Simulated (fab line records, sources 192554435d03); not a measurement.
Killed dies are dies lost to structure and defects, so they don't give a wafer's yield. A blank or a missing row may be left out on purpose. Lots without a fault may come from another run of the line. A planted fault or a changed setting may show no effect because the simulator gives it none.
Chamber matching | flow n5_finfet | N5_BEOL_M11_ETCH_62 on rie_diel-04: 4 sister chambers
The step etches SOC in N2/H2, target depth 110 nm, overetch 22 nm, time 165 s. 24 wafers are shown with their chamber, then 12 later ones without.

WAFERS WITH THEIR CHAMBER
wafer  | chamber | drypump_motor_current_A (A) | throttle_valve_pct (%) | oes_product_au (a.u.)
L076.4 | 0       | 5.3                         | 17.87                  | 0.74
L076.5 | 3       | 6.4                         | 18.24                  | 0.62
L076.6 | 0       | 5.3                         | 17.88                  | 0.75
L075.2 | 2       | 4.7                         | 18.04                  | 0.59
L075.5 | 1       | 5.7                         | 17.79                  | 0.65
L075.6 | 2       | 4.8                         | 18.05                  | 0.59
L079.1 | 3       | 6.4                         | 18.26                  | 0.62
L079.3 | 1       | 5.6                         | 17.79                  | 0.65
L079.4 | 2       | 4.8                         | 18.04                  | 0.59
L078.4 | 0       | 5.3                         | 17.90                  | 0.74
L078.5 | 1       | 5.7                         | 17.80                  | 0.65
L078.6 | 0       | 5.3                         | 17.89                  | 0.75
L080.3 | 0       | 5.3                         | 17.90                  | 0.75
L080.4 | 3       | 6.4                         | 18.25                  | 0.62
L080.5 | 1       | 5.7                         | 17.78                  | 0.65
L081.2 | 3       | 6.4                         | 18.27                  | 0.61
L081.3 | 1       | 5.7                         | 17.80                  | 0.64
L081.5 | 3       | 6.4                         | 18.25                  | 0.61
L087.1 | 3       | 6.4                         | 18.28                  | 0.61
L087.2 | 1       | 5.6                         | 17.83                  | 0.63
L087.4 | 2       | 4.8                         | 17.56                  | 0.83
L088.1 | 3       | 6.4                         | 18.28                  | 0.61
L088.3 | 0       | 5.3                         | 17.91                  | 0.73
L088.5 | 1       | 5.6                         | 17.82                  | 0.64

SIGNATURES (means of the wafers above)
reading                 | chamber 0 | chamber 1 | chamber 2 | chamber 3 | scatter within a chamber
drypump_motor_current_A | 5.300     | 5.657     | 4.775     | 6.400     | 0.0351
throttle_valve_pct      | 17.8917   | 17.8014   | 17.9225   | 18.2614   | 0.0948
oes_product_au          | 0.7433    | 0.6443    | 0.6500    | 0.6143    | 0.0469
Rule: a wafer's distance from a chamber is the root of the sum, over the readings, of the square of ((its reading less the chamber's mean) divided by the reading's scatter). The wafer belongs to the nearest chamber; if the next one is less than 2 further off, it can't be placed. The scatter: the root of (the sum of the squares of (reading less its chamber's mean) over the shown wafers, divided by (wafers less chambers)).

WAFERS WITHOUT THEIR CHAMBER
wafer  | drypump_motor_current_A (A) | throttle_valve_pct (%) | oes_product_au (a.u.)
L091.2 | 5.7                         | 17.84                  | 0.63
L091.3 | 5.3                         | 17.91                  | 0.71
L091.4 | 6.4                         | 18.29                  | 0.59
L089.2 | 6.4                         | 18.29                  | 0.60
L089.3 | 4.8                         | 17.58                  | 0.81
L089.6 | 5.6                         | 17.84                  | 0.63
L096.1 | 4.7                         | 17.59                  | 0.80
L096.3 | 6.4                         | 18.32                  | 0.60
L096.5 | 6.5                         | 18.31                  | 0.60
L094.2 | 6.4                         | 18.31                  | 0.59
L094.3 | 5.3                         | 17.95                  | 0.71
L094.5 | 6.4                         | 18.31                  | 0.60

WHICH CHAMBER EACH WENT THROUGH
wafer  | from the rows above | in truth
L091.2 | 1                   | 1
L091.3 | 0                   | 0
L091.4 | 3                   | 3
L089.2 | 3                   | 3
L089.3 | 2                   | 2
L089.6 | 1                   | 1
L096.1 | 2                   | 2
L096.3 | 3                   | 3
L096.5 | 3                   | 3
L094.2 | 3                   | 3
L094.3 | 0                   | 0
L094.5 | 3                   | 3
Placed correctly: 12 of 12. Can't be placed from these rows: 0. Placed wrongly: 0.
